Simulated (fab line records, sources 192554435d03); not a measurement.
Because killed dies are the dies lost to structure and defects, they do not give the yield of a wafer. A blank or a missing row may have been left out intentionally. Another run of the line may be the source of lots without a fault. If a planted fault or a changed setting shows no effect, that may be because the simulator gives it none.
fab line records	flow n5Finfet
[record] lots = 7	wafers = 19	lastDay = 17
route steps=1938 shown BEOL_M9@1464 BEOL_M10@1470 PASSIVATION@1936
lots with no fault: from the same line, run without faults
startH: the number of hours between the record's first day and the start of the first shown wafer of the lot	waitH: hours elapsed since this lot's preceding step	" same as the row above	L1.1+2: a single row standing in for several wafers	- no value, or no start given	* or withheld: withheld	< > ~ a bound
route shown NAME@n: names a module that has steps shown in the file, with the first one's number in the route	usual: the fault-free wafers' mean and standard deviation	same: alike in all rows	chamber/n: place in a boat	sites: per-site readings	_std_site: standard deviation across them	_edge_site: outer sites' mean less inner sites'	radiusMm: how far each site lies from the wafer's centre	mask NAME#n: copy n	behind: tool/chamber where the wafer was last shaped	hold: reason for holding the lot/hours on hold/outcome of the hold	device: transistor that didn't switch, given as n, p or np	end of line: the tests these same wafers got at the end of their route	a step given without rows: its recipe and nothing more	killed: at the first sort, the dies lost to defects and structure; wafer yield is something else	map: the dies of a wafer, with x for killed, . for not killed, _ for no die there
set.NAME: setting as actually run; set.NAME@STEP: the setting as run at that earlier step	model.NAME: the simulator's own value behind a step, which no gauge read
certain route steps with their lots: each step a table, each wafer a row
services: a tool's chamber out of use, with start hour (startH, from the record's first day; less than 0 if before it), hours out, and reason
[[steps]]
[step N5_BEOL_M9_CMP_52]
[recipe] stopOn = SiCOH_lowk	tOverpolishS = 7	downForcePsi = 1	platenRpm = 50	clearingPlatenDownForcePsi = 1.5	clearingPlatenRpm = 50	postCmpClean = cuAlkaline	targetThkNm = 140	clearingPlatenPadVelocityMS = 0.99484	padVelocityMS = 0.99484
[usual] barrierFieldEndpointS = 28.8/0.88	motorCurrentA = 5.9/0.59	overpolishRunS = 7.001/0.0091	timeToEndpointS = 66/3.9
[same] tOverpolishS = 7
lot.wafer	tool	chamber	startH	waitH	barrierFieldEndpointS	motorCurrentA	overpolishRunS	timeToEndpointS
L477.1	cmp-02	0	248.99	0.3	28.3	6.2	6.990	64
L477.2	"	1	"	"	30.1	5.3	6.997	76
L477.5	"	0	"	"	29.0	6.3	7.010	64
L479.3	cmp-04	0	262.80	0.2	28.9	5.1	7.003	66
L479.1	"	1	"	"	29.4	6.1	6.997	68
L479.6	"	2	"	"	28.6	6.0	7.006	66
L481.1	cmp-03	2	272.18	0.3	27.9	5.4	7.000	68
L481.4	"	3	"	"	28.9	6.5	7.000	68
L481.3	"	0	"	"	27.7	5.0	7.003	63
L487.2	cmp-03	3	309.24	0.2	29.4	6.6	6.995	69
L487.1	"	1	"	"	28.2	6.2	6.993	65
L486.1	cmp-02	1	310.64	0.3	29.6	5.3	7.002	68
L486.6	"	3	"	"	29.1	5.9	7.021	62
L486.5	"	0	"	"	28.3	6.2	7.001	59
L489.1	cmp-03	0	318.82	0.3	29.7	4.9	6.997	67
L489.6	"	0	"	"	29.8	5.2	6.986	68
L494.2	cmp-03	1	342.19	0.3	29.2	5.8	7.018	62
L494.3	"	2	"	"	29.2	5.3	6.991	68
L494.5	"	0	"	"	29.9	5.2	6.996	65
[step N5_BEOL_M9_THK_MEAS_53]
[recipe] thkMeasGauge = xrf	reads = Cu_of_BEOL_M9_ECD_50
[usual] M9_THK = 141/3.8
lot.wafer	tool	chamber	startH	waitH	M9_THK[nm]
L477.1	filmMetro-01	-	249.28	-	145
L477.2	"	-	"	"	143
L477.5	"	-	"	"	140
L479.1	filmMetro-02	-	263.02	-	143
L479.3	"	-	"	"	143
L479.6	"	-	"	"	143
L481.1	filmMetro-01	-	272.43	-	140
L481.3	"	-	"	"	141
L481.4	"	-	"	"	139
L487.1	filmMetro-02	-	309.49	-	145
L487.2	"	-	"	"	146
L486.1	filmMetro-02	-	310.86	-	146
L486.5	"	-	"	"	138
L486.6	"	-	"	"	145
L489.1	filmMetro-01	-	319.11	-	134
L489.6	"	-	"	"	135
L494.2	filmMetro-02	-	342.41	-	141
L494.3	"	-	"	"	141
L494.5	"	-	"	"	141
[step N5_BEOL_M9_PRE_CLEAN_55]
[recipe] gas = NH3	timeS = 15	tempC = withheld	rfPowerW = 300
[step N5_BEOL_M9_DEP_56]
[recipe] material = SiCN	targetThkA = 150	tempC = withheld	precursor = 3MS/NH3	pressureTorr = 3	rfW = 202	timeS = 26.5
[usual] showerheadPlenumPTorr = 3.660/0.014	throttleValvePct = 8.89/0.25
[same] timeS = 26.5
lot.wafer	tool	chamber	startH	waitH	showerheadPlenumPTorr	throttleValvePct
L477.1	pecvd-03	1	249.34	0.0	3.668	8.96
L477.2	"	0	"	"	3.665	8.99
L477.5	"	0	"	"	3.682	8.64
L479.1	pecvd-02	2	263.09	0.0	3.644	9.08
L479.3	"	0	"	"	3.690	8.90
L479.6	"	0	"	"	3.679	8.88
L481.1	pecvd-03	1	272.49	0.0	3.667	9.11
L481.3	"	2	"	"	3.664	8.78
L481.4	"	1	"	"	3.661	8.84
L487.1	pecvd-01	1	309.56	0.0	3.662	8.83
L487.2	"	0	"	"	3.654	9.19
L486.1	pecvd-03	2	310.92	0.0	3.662	8.48
L486.5	"	2	"	"	3.669	8.42
L486.6	"	1	"	"	3.666	8.93
L489.1	pecvd-02	0	319.18	0.0	3.679	8.77
L489.6	"	0	"	"	3.685	8.98
L494.2	pecvd-03	0	342.47	0.0	3.673	8.98
L494.3	"	1	"	"	3.657	8.95
L494.5	"	1	"	"	3.664	9.10
[step N5_BEOL_M9_RS_MEAS_57]
[recipe] thkMeasGauge = four-point-probe	reads = Cu_of_BEOL_M9_ECD_50+Co_of_BEOL_M9_CVD_78+TaN_of_BEOL_M9_ALD_74
[usual] M9_RS = 0.151/0.0043
lot.wafer	tool	chamber	startH	waitH	M9_RS[ohm/sq]
L477.1	filmMetro-02	-	249.42	0.1	0.147
L477.2	"	-	"	"	0.149
L477.5	"	-	"	"	0.153
L479.1	filmMetro-01	-	263.16	0.1	0.148
L479.3	"	-	"	"	0.148
L479.6	"	-	"	"	0.148
L481.1	filmMetro-02	-	272.57	0.1	0.150
L481.3	"	-	"	"	0.149
L481.4	"	-	"	"	0.151
L487.1	filmMetro-02	-	309.63	0.1	0.148
L487.2	"	-	"	"	0.147
L486.1	filmMetro-01	-	310.99	0.1	0.145
L486.5	"	-	"	"	0.156
L486.6	"	-	"	"	0.146
L489.1	filmMetro-02	-	319.25	0.1	0.159
L489.6	"	-	"	"	0.158
L494.2	filmMetro-02	-	342.54	0.1	0.151
L494.3	"	-	"	"	0.150
L494.5	"	-	"	"	0.152
[step N5_BEOL_M9_INSPECT_58]
[recipe] inspectInstrument = darkfield	mode = postDep
[usual] rawDefectCount = 69/23
lot.wafer	tool	chamber	startH	waitH	rawDefectCount
L477.1	defectInspect-01	-	249.44	0.0	85
L477.2	"	-	"	"	88
L477.5	"	-	"	"	91
L479.1	defectInspect-01	-	263.19	0.0	89
L479.3	"	-	"	"	70
L479.6	"	-	"	"	70
L481.1	defectInspect-02	-	272.59	0.0	57
L481.3	"	-	"	"	66
L481.4	"	-	"	"	93
L487.1	defectInspect-02	-	309.66	0.0	60
L487.2	"	-	"	"	148
L486.1	defectInspect-02	-	311.02	0.0	51
L486.5	"	-	"	"	52
L486.6	"	-	"	"	46
L489.1	defectInspect-02	-	319.28	0.0	60
L489.6	"	-	"	"	92
L494.2	defectInspect-01	-	342.57	0.0	61
L494.3	"	-	"	"	68
L494.5	"	-	"	"	47
[step N5_BEOL_M10_ILD_DEP_00]
[recipe] material = SiCOH_lowk	targetThkA = 3085.1	tempC = 300	precursor = DEMS/porogen	pressureTorr = 5	rfW = 500	timeS = 58
[usual] heaterPowerW = 309/39	showerheadPlenumPTorr = 5.734/0.023	throttleValvePct = 13.7/0.38
[same] timeS = 58
lot.wafer	tool	chamber	startH	waitH	heaterPowerW	showerheadPlenumPTorr	throttleValvePct
L477.1	pecvd-02	2	249.48	0.0	328	5.716	14.2
L477.2	"	0	"	"	259	5.770	13.7
L477.5	"	2	"	"	345	5.706	13.9
L479.1	pecvd-04	2	263.22	0.0	323	5.752	13.1
L479.3	"	1	"	"	345	5.767	13.6
L479.6	"	2	"	"	337	5.768	13.0
L481.1	pecvd-02	0	272.63	0.0	315	5.757	13.4
L481.3	"	2	"	"	340	5.713	14.1
L481.4	"	0	"	"	308	5.756	13.6
L487.1	pecvd-02	0	309.69	0.0	325	5.744	13.7
L487.2	"	1	"	"	334	5.697	13.5
L486.1	pecvd-02	0	311.06	0.0	283	5.761	13.7
L486.5	"	2	"	"	324	5.710	14.3
L486.6	"	0	"	"	283	5.743	13.5
L489.1	pecvd-02	1	319.31	0.0	345	5.695	13.5
L489.6	"	2	"	"	308	5.711	14.3
L494.2	pecvd-01	2	342.61	0.0	286	5.725	13.5
L494.3	"	1	"	"	350	5.744	13.9
L494.5	"	1	"	"	369	5.730	13.9
[step N5_BEOL_M10_CURE_71]
[recipe] tempC = 385	timeS = 240	ambient = He/Ar	material = SiCOH_lowk
[step N5_BEOL_M10_THK_MEAS_01]
[recipe] reads = SiCOH_lowk_of_BEOL_M10_ILD_DEP_00
[usual] M10_ILD_THK = 267/4.2
lot.wafer	tool	chamber	startH	waitH	M10_ILD_THK[nm]
L477.1	filmMetro-01	-	250.07	0.4	262
L477.2	"	-	"	"	260
L477.5	"	-	"	"	267
L479.1	filmMetro-01	-	264.50	0.4	265
L479.3	"	-	"	"	262
L479.6	"	-	"	"	269
L481.1	filmMetro-01	-	273.22	0.4	265
L481.3	"	-	"	"	268
L481.4	"	-	"	"	273
L487.1	filmMetro-01	-	310.28	0.4	267
L487.2	"	-	"	"	264
L486.1	filmMetro-01	-	311.65	0.4	264
L486.5	"	-	"	"	274
L486.6	"	-	"	"	270
L489.1	filmMetro-02	-	319.90	0.4	264
L489.6	"	-	"	"	274
L494.2	filmMetro-01	-	343.20	0.4	271
L494.3	"	-	"	"	262
L494.5	"	-	"	"	268
[step N5_BEOL_M10_PECVD_70]
[recipe] material = SiO2	targetThkA = 200	tempC = 400	precursor = TEOS/O2	pressureTorr = 5.5	rfW = 450	teosFlowSccm = 53.8	gas = O2	flowSccm = 3000	timeS = 22.7
[usual] heaterPowerW = 710/64	showerheadPlenumPTorr = 8.75/0.089	throttleValvePct = 22.2/0.63
[same] timeS = 22.7
lot.wafer	tool	chamber	startH	waitH	heaterPowerW	showerheadPlenumPTorr	throttleValvePct
L477.1	pecvd-02	0	250.11	0.0	744	8.86	22.2
L477.2	"	1	"	"	831	8.60	21.9
L477.5	"	1	"	"	819	8.63	22.3
L479.1	pecvd-01	0	264.54	0.0	559	8.73	22.8
L479.3	"	0	"	"	573	8.76	22.4
L479.6	"	1	"	"	748	8.80	22.1
L481.1	pecvd-04	0	273.26	0.0	665	8.73	23.4
L481.3	"	1	"	"	768	8.85	21.5
L481.4	"	0	"	"	661	8.74	23.2
L487.1	pecvd-01	2	310.32	0.0	713	8.71	21.7
L487.2	"	0	"	"	569	8.72	23.0
L486.1	pecvd-02	0	311.68	0.0	755	8.85	22.0
L486.5	"	2	"	"	660	8.63	23.0
L486.6	"	0	"	"	740	8.84	21.9
L489.1	pecvd-02	2	319.94	0.0	784	8.64	22.8
L489.6	"	2	"	"	772	8.64	23.0
L494.2	pecvd-02	1	343.23	0.0	778	8.63	22.0
L494.3	"	0	"	"	732	8.87	22.0
L494.5	"	0	"	"	715	8.88	22.1
[step N5_BEOL_M10_HM_DEP_02]
[recipe] material = TiN	targetThkA = 200	tempC = 25	chamberPressurePa = 0.49996
[usual] chamberPressurePa = 0.5001/0.001	throttleValvePct = 29.6/0.94
lot.wafer	tool	chamber	startH	waitH	chamberPressurePa	throttleValvePct
L477.1	pvdSputter-03	-	250.68	0.6	0.5012	28.3
L477.2	"	-	"	"	0.4994	30.6
L477.5	"	-	"	"	0.5006	30.2
L479.1	pvdSputter-02	-	265.12	0.6	0.5015	30.7
L479.3	"	-	"	"	0.5000	30.4
L479.6	"	-	"	"	0.4996	28.6
L481.1	pvdSputter-02	-	274.94	1.7	0.5013	28.2
L481.3	"	-	"	"	0.4999	30.2
L481.4	"	-	"	"	0.5000	28.8
L487.1	pvdSputter-01	-	311.81	1.5	0.4999	29.9
L487.2	"	-	"	"	0.5008	31.5
L486.1	pvdSputter-02	-	312.12	0.4	0.5017	30.3
L486.5	"	-	"	"	0.4996	28.4
L486.6	"	-	"	"	0.5009	30.0
L489.1	pvdSputter-03	-	320.90	0.9	0.5005	30.2
L489.6	"	-	"	"	0.4996	28.3
L494.2	pvdSputter-03	-	344.66	1.4	0.5010	29.4
L494.3	"	-	"	"	0.4999	30.4
L494.5	"	-	"	"	0.4985	30.1
[step N5_BEOL_M10_COAT_59]
[recipe] resist = SOC	tempC = 250	timeS = 60	spinRpm = 1500	resistThkNm = 100
[step N5_BEOL_M10_COAT_60]
[recipe] resist = SiARC	tempC = 220	timeS = 60	spinRpm = 1500	resistThkNm = 30
[usual] heaterPowerTotalW = 427.4/2.2	plateTempC = 220.02/0.2	runLengthS = 66.35/0.12
lot.wafer	tool	chamber	startH	waitH	heaterPowerTotalW	plateTempC	runLengthS
L477.1	lithoTrack-02	0	250.81	-	424.7	220.12	66.47
L477.2	"	0	"	"	428.4	220.16	66.34
L477.5	"	0	"	"	430.2	220.26	66.51
L479.1	lithoTrack-03	0	265.25	-	430.3	219.69	66.25
L479.3	"	0	"	"	430.7	219.59	66.34
L479.6	"	0	"	"	427.0	219.75	66.31
L481.1	lithoTrack-03	0	275.07	-	429.0	219.93	66.42
L481.3	"	0	"	"	430.4	220.05	66.30
L481.4	"	0	"	"	424.7	219.83	66.25
L487.1	lithoTrack-02	0	311.94	-	562.7	-	44.67
L487.2	"	0	"	"	559.1	-	44.80
L486.1	lithoTrack-02	0	312.25	-	560.6	-	45.06
L486.5	"	0	"	"	424.5	220.01	66.30
L486.6	"	0	"	"	428.9	220.04	66.38
L489.1	lithoTrack-02	0	321.03	-	566.1	-	44.87
L489.6	"	0	"	"	425.1	220.11	66.19
L494.2	lithoTrack-04	0	344.79	-	425.7	220.01	66.48
L494.3	"	0	"	"	429.3	219.87	66.26
L494.5	"	0	"	"	428.8	219.97	66.50
[step N5_BEOL_M10_COAT_05]
[recipe] resist = CAR-ArF	spinRpm = 1500	resistThkNm = 90
[step N5_PASSIVATION_PROBE_49]
[usual] defectLimitedYield = 91.1/1.4	killed_at_M0_to_M3 = 32/9.4	killed_at_M4_up = 14/5.1	killedAtContacts = 11/5.5	killedAtFrontEnd = 44/13	killedAtOther = 4/3.2	killedDies = 104/16	killedOpen = 70/12	killedShort = 33/7.8	sort_bin_5_function = 5.1/0.91	sort_bin_6_memory = 3.4/0.63	sort_bin_8_speed = 0.00/0.014	sortNPass = 1075/16
[same] grossDies = 1180	killedAtBackSide = 0	sort_bin_4_leakage[%] = 0
lot.wafer	tool	chamber	startH	waitH	defectLimitedYield[%]	killed_at_M0_to_M3	killed_at_M4_up	killedAtContacts	killedAtFrontEnd	killedAtOther	killedDies	killedOpen	killedShort	sort_bin_5_function[%]	sort_bin_6_memory[%]	sort_bin_8_speed[%]	sortNPass
L477.1	prober-01	-	300.81	0.2	91.9	36	17	7	29	7	96	65	31	4.5	3.4	0	1084
L477.2	prober-01	-	300.86	0.3	89.2	26	27	15	58	1	127	85	42	5.9	4.7	0	1053
L477.5	prober-01	-	301.01	0.4	89.7	48	19	13	32	9	121	77	39	6.1	3.8	0	1059
L479.1	prober-02	-	317.07	0.0	92.0	19	15	9	50	1	94	65	27	4.1	3.2	0	1086
L479.3	prober-02	-	317.17	0.1	91.9	18	12	7	57	1	95	59	35	4.7	3.1	0	1085
L479.6	prober-02	-	317.32	0.3	91.4	20	15	5	58	4	102	74	27	5.2	3.1	0	1078
L481.1	prober-01	-	332.03	0.0	89.4	32	9	11	65	8	125	80	43	5.3	5.0	0	1055
L481.3	prober-01	-	332.13	0.1	88.5	49	9	8	63	7	136	95	39	7.5	3.9	0	1044
L481.4	prober-01	-	332.18	0.2	88.6	24	24	6	77	4	135	101	33	6.9	4.2	0	1045
L486.1	prober-01	-	367.88	0.0	90.3	29	9	16	50	10	114	70	44	5.1	4.0	0	1066
L486.5	prober-01	-	368.08	0.2	90.8	20	13	13	46	16	108	65	42	5.7	3.2	0	1072
L486.6	prober-01	-	368.13	0.3	90.6	28	14	22	39	8	111	86	25	5.8	3.4	0	1069
L487.1	prober-02	-	370.10	0.0	89.0	61	10	18	35	6	130	90	36	5.8	4.6	0	1050
L487.2	prober-02	-	370.15	0.1	91.4	24	6	12	53	6	101	72	27	5.1	3.4	0	1079
L489.1	prober-01	-	373.59	0.0	91.1	45	8	7	40	5	105	69	36	5.6	3.2	0	1075
L489.6	prober-01	-	373.84	0.3	91.4	47	15	6	33	0	101	76	25	5.0	3.3	0	1079
L494.2	prober-02	-	401.69	0.1	89.6	36	13	13	51	10	123	72	43	5.9	4.1	0.17	1057
L494.3	prober-02	-	401.74	0.1	91.1	25	8	4	67	1	105	59	37	4.9	3.2	0	1075
L494.5	prober-02	-	401.84	0.2	91.0	36	13	18	34	5	106	68	38	4.6	3.9	0	1074
// killed by level:class
L477.1 BEOL_M3:geometricParticle:open=17 FIN_SAQP:geometricParticle:open=8 FIN_SAQP:geometricParticle:short=7 BEOL_M4:geometricParticle:open=6 MOL_CONTACT_COAG:geometricParticle:open=5 BEOL_M0_SAQP:geometricParticle:short=5 BEOL_M0_SAQP:geometricParticle:open=5 BEOL_M2:geometricParticle:open=5
L477.2 BEOL_M4:geometricParticle:open=13 FIN_SAQP:geometricParticle:open=12 STI_FIN_REVEAL:geometricParticle:open=12 MOL_CONTACT_COAG:geometricParticle:open=9 GATE_CUT:geometricParticle:short=8 BEOL_M0_SAQP:geometricParticle:short=8 BEOL_M0_SAQP:geometricParticle:open=8 MOL_CONTACT_COAG:geometricParticle:short=6
L477.5 BEOL_M3:geometricParticle:open=15 MOL_CONTACT_COAG:geometricParticle:open=10 BEOL_M0_SAQP:geometricParticle:short=10 BEOL_M2:geometricParticle:open=8 BEOL_M4:geometricParticle:open=7 GATE_CUT:geometricParticle:open=6 BEOL_M0_SAQP:geometricParticle:open=6 FIN_SAQP:geometricParticle:open=5
L479.1 STI_FIN_REVEAL:geometricParticle:open=12 FIN_SAQP:geometricParticle:open=9 DUMMY_GATE:geometricParticle:open=9 BEOL_M3:geometricParticle:open=8 MOL_CONTACT_COAG:geometricParticle:open=7 GATE_CUT:geometricParticle:short=4 BEOL_M4:geometricParticle:open=4 FIN_SAQP:geometricParticle:short=3
L479.3 FIN_SAQP:geometricParticle:open=12 STI_FIN_REVEAL:geometricParticle:open=10 FIN_SAQP:geometricParticle:short=9 GATE_CUT:geometricParticle:short=7 BEOL_M2:geometricParticle:open=7 GATE_CUT:geometricParticle:open=6 MOL_CONTACT_COAG:geometricParticle:open=5 BEOL_M5:geometricParticle:open=4
L479.6 FIN_SAQP:geometricParticle:open=17 STI_FIN_REVEAL:geometricParticle:open=12 DUMMY_GATE:geometricParticle:open=7 STI_FIN_REVEAL:geometricParticle:short=5 MOL_CONTACT_COAG:geometricParticle:open=5 BEOL_M2:geometricParticle:open=5 BEOL_M4:geometricParticle:open=5 FIN_SAQP:geometricParticle:short=4
L481.1 STI_FIN_REVEAL:geometricParticle:open=20 FIN_SAQP:geometricParticle:open=10 MOL_CONTACT_COAG:geometricParticle:open=8 FIN_SAQP:geometricParticle:short=7 BEOL_M0_SAQP:geometricParticle:short=7 BEOL_M0_SAQP:geometricParticle:open=7 BEOL_M2:geometricParticle:open=5 BEOL_M1:geometricParticle:open=5
L481.3 STI_FIN_REVEAL:geometricParticle:open=20 FIN_SAQP:geometricParticle:open=10 BEOL_M0_SAQP:geometricParticle:open=10 BEOL_M0_SAQP:geometricParticle:short=8 BEOL_M2:geometricParticle:open=8 FIN_SAQP:geometricParticle:short=7 BEOL_M3:geometricParticle:open=7 DUMMY_GATE:geometricParticle:open=7
L481.4 STI_FIN_REVEAL:geometricParticle:open=30 BEOL_M4:geometricParticle:open=15 FIN_SAQP:geometricParticle:open=10 FIN_SAQP:geometricParticle:short=9 GATE_CUT:geometricParticle:short=6 BEOL_M2:geometricParticle:open=6 BEOL_M1:geometricParticle:open=5 STARTING-WAFER:geometricParticle:short=5
L486.1 FIN_SAQP:geometricParticle:open=15 MOL_CONTACT_COAG:geometricParticle:open=15 FIN_SAQP:geometricParticle:short=9 BEOL_M1:geometricParticle:open=9 BEOL_M0_SAQP:geometricParticle:short=7 DUMMY_GATE:geometricParticle:short=6 GATE_CUT:geometricParticle:open=6 BEOL_M3:geometricParticle:open=5
L486.5 FIN_SAQP:geometricParticle:open=11 FIN_SAQP:geometricParticle:short=9 BEOL_M3:geometricParticle:open=9 MOL_CONTACT_COAG:geometricParticle:open=9 BEOL_M4:geometricParticle:open=8 DUMMY_GATE:geometricParticle:open=7 GATE_CUT:geometricParticle:short=7 MOL_CONTACT_COAG:geometricParticle:short=4
L486.6 MOL_CONTACT_COAG:geometricParticle:open=17 BEOL_M1:geometricParticle:open=15 STI_FIN_REVEAL:geometricParticle:open=12 BEOL_M4:geometricParticle:open=9 FIN_SAQP:geometricParticle:open=6 DUMMY_GATE:geometricParticle:open=5 GATE_CUT:geometricParticle:short=5 MOL_CONTACT_COAG:geometricParticle:short=5
L487.1 BEOL_M3:geometricParticle:open=16 MOL_CONTACT_COAG:geometricParticle:open=15 BEOL_M1:geometricParticle:open=15 STI_FIN_REVEAL:geometricParticle:open=10 BEOL_M0_SAQP:geometricParticle:short=8 BEOL_M2:geometricParticle:open=7 BEOL_M0_SAQP:geometricParticle:open=5 BEOL_M1:geometricParticle:short=4
L487.2 STI_FIN_REVEAL:geometricParticle:open=28 MOL_CONTACT_COAG:geometricParticle:open=10 BEOL_M2:geometricParticle:open=8 STI_FIN_REVEAL:geometricParticle:short=5 FIN_SAQP:geometricParticle:short=4 GATE_CUT:geometricParticle:short=4 BEOL_M1:geometricParticle:open=4 DUMMY_GATE:geometricParticle:open=3
L489.1 BEOL_M0_SAQP:geometricParticle:open=10 BEOL_M0_SAQP:geometricParticle:short=10 BEOL_M1:geometricParticle:open=9 FIN_SAQP:geometricParticle:short=8 DUMMY_GATE:geometricParticle:open=8 FIN_SAQP:geometricParticle:open=6 STI_FIN_REVEAL:geometricParticle:open=6 MOL_CONTACT_COAG:geometricParticle:open=6
L489.6 BEOL_M0_SAQP:geometricParticle:open=15 BEOL_M0_SAQP:geometricParticle:short=10 STI_FIN_REVEAL:geometricParticle:open=9 DUMMY_GATE:geometricParticle:open=8 BEOL_M1:geometricParticle:open=8 BEOL_M4:geometricParticle:open=7 BEOL_M2:geometricParticle:open=7 FIN_SAQP:geometricParticle:open=5
L494.2 FIN_SAQP:geometricParticle:open=16 FIN_SAQP:geometricParticle:short=13 MOL_CONTACT_COAG:geometricParticle:open=11 BEOL_M3:geometricParticle:open=11 BEOL_M0_SAQP:geometricParticle:short=7 BEOL_M0_SAQP:geometricParticle:open=7 STI_FIN_REVEAL:geometricParticle:open=6 BEOL_M1:geometricParticle:open=5
L494.3 FIN_SAQP:geometricParticle:open=15 FIN_SAQP:geometricParticle:short=13 STI_FIN_REVEAL:geometricParticle:open=9 GATE_CUT:geometricParticle:short=9 BEOL_M3:geometricParticle:open=8 HKMG_FIN:areaEtch=6 BEOL_M1:geometricParticle:open=5 GATE_CUT:geometricParticle:open=4
L494.5 MOL_CONTACT_COAG:geometricParticle:open=16 FIN_SAQP:geometricParticle:short=8 BEOL_M0_SAQP:geometricParticle:open=8 BEOL_M1:geometricParticle:open=8 BEOL_M0_SAQP:geometricParticle:short=7 BEOL_M3:geometricParticle:open=7 FIN_SAQP:geometricParticle:open=5 STI_FIN_REVEAL:geometricParticle:open=4
[[services]]
tool	chamber	startH	hours	kind
pvdSputter-03	-	233.49	3.4	repair
cmp-02	-	250.15	4.0	pm
cmp-03	-	253.60	5.8	pm
cmp-02	-	254.15	-	consumableReplace:conditioner
cmp-02	-	254.15	-	consumableReplace:pad
cmp-02	-	257.09	1.6	repair
pecvd-01	2	259.67	5.5	scheduledDown
cmp-04	-	280.34	6.0	pm
pecvd-04	1	299.41	5.5	scheduledDown
pecvd-02	1	320.43	10.2	repair
cmp-03	-	322.79	6.9	repair
pecvd-01	-	325.07	3.4	repair
cmp-02	-	332.07	0.2	repair
pecvd-04	0	332.70	8.3	repair
cmp-02	-	335.11	3.7	pm
pecvd-02	2	338.73	2.1	scheduledDown
pecvd-04	2	343.72	2.1	scheduledDown
[[key]]
[firstSign] step = N5_BEOL_M10_COAT_60	reading = runLengthS	direction = down	sigmas = 99+	usual = *	struck = *
[effect] step = N5_BEOL_M10_COAT_60	reading = heaterPowerTotalW	direction = up	sigmas = 61	usual = *	struck = *
metAt N5_BEOL_M10_COAT_60
struckWafers L486.1,L487.1,L487.2,L489.1
onsetBetween 250.81 311.94
[fault] kind = processParameterDrift	tool = lithoTrack-02	chamber = -	onsetH = 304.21	steps = N5_BEOL_M10_COAT_60	channel = timeS	offset = *	shape = step	endH = 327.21	scope = struckWafersOnly	actsIn = *	stated = *
